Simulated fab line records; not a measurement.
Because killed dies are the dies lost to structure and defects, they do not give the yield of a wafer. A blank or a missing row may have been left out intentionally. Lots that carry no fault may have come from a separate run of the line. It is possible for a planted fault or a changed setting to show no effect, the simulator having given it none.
What tool caused it?	flow n5Finfet	7 lots (21 wafers sampled), 1 step of a 1938-step route

## WHAT THE GAUGES SHOWED, per wafer
N5_BEOL_M0_OCD_MEAS_108.
lot	measured	on	trenchDepthNm (nm)
L649	day 6 15:25	ocd-01	33.9 32.5 32.2
L653	day 7 11:30	ocd-01	33.2 32.6 34.4
L655	day 7 20:58	ocd-01	32.3 33.5 33.0
L659	day 9 00:11	ocd-01	33.1 33.2 32.9
L662	day 9 17:31	ocd-02	33.1 32.5 32.5
L664	day 10 04:59	ocd-02	32.2 32.4 32.8
L670	day 11 10:58	ocd-02	32.5 33.8 32.2

## WHAT TOOL EACH LOT RAN ON (gives the tool, then ch and the chambers of the sampled wafers, and finally the start)
There is no process step in the record ahead of these readings.

## THE ANSWER, worked out from the rows above alone
Rule: usual is defined by the lots themselves. Put in order of their means at a reading, lots are off if they are a third of the lots or fewer, leave a main group of 4 or more, and stand apart from it by a gap of 3 or more times the standard deviation of the main group's means; of several such gaps the widest counts. A main group is skipped when, at the precision printed for the reading in the tables above, its means are all equal. A lot without any number at a reading at which 4 lots or more have one is off too. The other lots that the step has rows for count as sound.
No lot is off at any reading shown: from this, nothing can be told.

## WHAT THE SIMULATOR HAD INSERTED
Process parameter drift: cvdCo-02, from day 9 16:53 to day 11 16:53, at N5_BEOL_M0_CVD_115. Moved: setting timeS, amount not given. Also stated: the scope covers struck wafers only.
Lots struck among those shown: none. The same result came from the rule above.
